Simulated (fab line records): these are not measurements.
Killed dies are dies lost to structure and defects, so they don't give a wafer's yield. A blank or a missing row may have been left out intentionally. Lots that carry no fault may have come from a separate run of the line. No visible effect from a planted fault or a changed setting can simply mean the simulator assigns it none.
A lot that was struck, set against a sound lot | flow nandHarc | 14 steps out of a route of 1302
Sound: wafers L931.2, L931.3, L931.6. Wafers L922.2, L922.4, L922.5 were the ones struck. The cause is given at the end.
Order at every step that has rows: each side's tool, ch and its chambers, its first start. Under that, the readings that differ: sound wafers | struck wafers | difference of the means | sigmas: that difference in standard deviations of wafers without a fault.
alike: readings whose means differ by less than 2 such deviations, and words and numbers that are the same on both sides. not compared: withheld readings, readings that some wafer has no value for, bounds like >300 that may hide the same value, and numbers for which the record gives no deviation and whose values overlap.
The two part at a step that has a row with sigmas, a row that says differs or no value, or rows on one side only. Numbers that have no deviation but don't overlap get no sigmas and don't part them. A reading missing from all wafers of one side parts the sides only when that side holds two or more wafers.

NHARC_A_M1_PRE_CLEAN_32: time 12 s.
  sound on pecvd-01 ch 1,2, day 28 15:11; struck on pecvd-04 ch 1,2, day 24 15:03
reading            | sound                | struck               | difference | sigmas
susceptorTempC (C) | 369.86 369.68 369.82 | 370.43 370.32 370.25 | +0.55      | +2
  alike: heaterPowerW
NHARC_A_M1_DEP_33: deposits SiCN, target thk 30 nm.
  sound on pecvd-01 ch 1,2, day 28 15:17; struck on pecvd-04 ch 1,2, day 24 15:08
  alike: heaterPowerW, susceptorTempC
NHARC_A_BONDPAD_DEP_00: deposits SiCN, target thk 250 nm.
  sound on pecvd-04 ch 0,1,2, day 28 15:51; struck on pecvd-04 ch 1,2
  alike: heaterPowerW, susceptorTempC
NHARC_A_BONDPAD_CMP_29: polishes SiCN, target thk 200 nm.
  sound on cmp-01 ch 1,2,3, day 28 16:16; struck on cmp-01 ch 0,1,3, day 24 16:05
  alike: motorCurrentA
NHARC_A_BONDPAD_THK_MEAS_30: measures by ellipsometry.
  struck on filmMetro-02, day 24 16:20; sound on filmMetro-01, day 28 16:28
  alike: thkNm
then, 7 steps without rows for these wafers: NHARC_A_BONDPAD_SRD_31; NHARC_A_BONDPAD_DEHYDRATE_01 (time 120 s); NHARC_A_BONDPAD_HMDS_02 (time 30 s); NHARC_A_BONDPAD_COAT_33 (time 65 s); NHARC_A_BONDPAD_COAT_03 (resist thk 600 nm); NHARC_A_BONDPAD_SOFTBAKE_04 (time 70 s); NHARC_A_BONDPAD_EBR_05.
NHARC_A_BONDPAD_EXPOSE_06: exposes mask A BPAD.
  struck on krfScanner-01, day 24 16:38; sound on krfScanner-04 ch 0, day 28 16:53
  no value came back on the struck wafers for exposureDoseMJCm2, focusOffsetNm (nm), stageVelMmS (mm/s); on the sound wafers exposureDoseMJCm2 reads 36.99 36.98 36.96
  alike: mask
then, 1 step without rows for these wafers: NHARC_A_BONDPAD_PEB_07 (peb time 80 s).

## WHERE THEY PART
Earliest at NHARC_A_M1_PRE_CLEAN_32; latest, in this record, at NHARC_A_BONDPAD_EXPOSE_06.

WHY: the cause the simulator had injected
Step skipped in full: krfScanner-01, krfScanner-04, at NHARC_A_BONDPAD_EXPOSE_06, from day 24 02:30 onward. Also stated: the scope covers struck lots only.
